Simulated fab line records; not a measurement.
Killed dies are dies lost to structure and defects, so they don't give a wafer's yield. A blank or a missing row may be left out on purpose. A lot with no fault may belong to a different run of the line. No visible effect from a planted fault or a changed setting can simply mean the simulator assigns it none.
Chamber matching | flow n5_finfet | N5_BEOL_M8_CMP_52 on cmp-01: 3 sister chambers
The step polishes, stops on SiCOH lowk, t overpolish 6.9 s, target thk 80 nm. 3 wafers are shown with their chamber, then 7 later ones without.

== WAFERS PAIRED WITH THEIR CHAMBERS ==
wafer  | chamber | barrier_field_endpoint_s (s)
L081.5 | 2       | 29.3
L083.6 | 3       | 28.5
L090.1 | 1       | 30.7

== WAFERS MISSING THEIR CHAMBER ==
wafer  | barrier_field_endpoint_s (s)
L090.5 | 30.5
L090.6 | 29.6
L094.1 | 29.1
L094.3 | 28.2
L094.4 | 30.2
L097.3 | 29.4
L097.6 | 30.0

== CHAMBER TAKEN BY EACH ==
wafer  | from the rows above     | in truth
L090.5 | 1                       | 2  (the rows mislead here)
L090.6 | 2                       | 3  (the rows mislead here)
L094.1 | can't be placed: 2 or 3 | 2
L094.3 | 3                       | 3
L094.4 | can't be placed: 1 or 2 | 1
L097.3 | 2                       | 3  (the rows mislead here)
L097.6 | can't be placed: 1 or 2 | 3
1 of 7 placed correctly. Cannot be placed on the basis of these rows: 3; the candidates contain the true chamber in 2. 3 placed wrongly.
How it was worked out, from the rows above alone: a wafer's distance from a chamber is the root of the sum, over the readings, of the square of ((its reading less the chamber's mean) divided by the reading's scatter). If the next closest chamber is less than 2 further off than the closest, the wafer can't be placed; otherwise it belongs to the closest. A chamber's mean is the mean of its shown wafers. The scatter (one wafer shown for each chamber): square how far every hidden wafer sits from the nearest shown wafer, average those squares and take the square root.
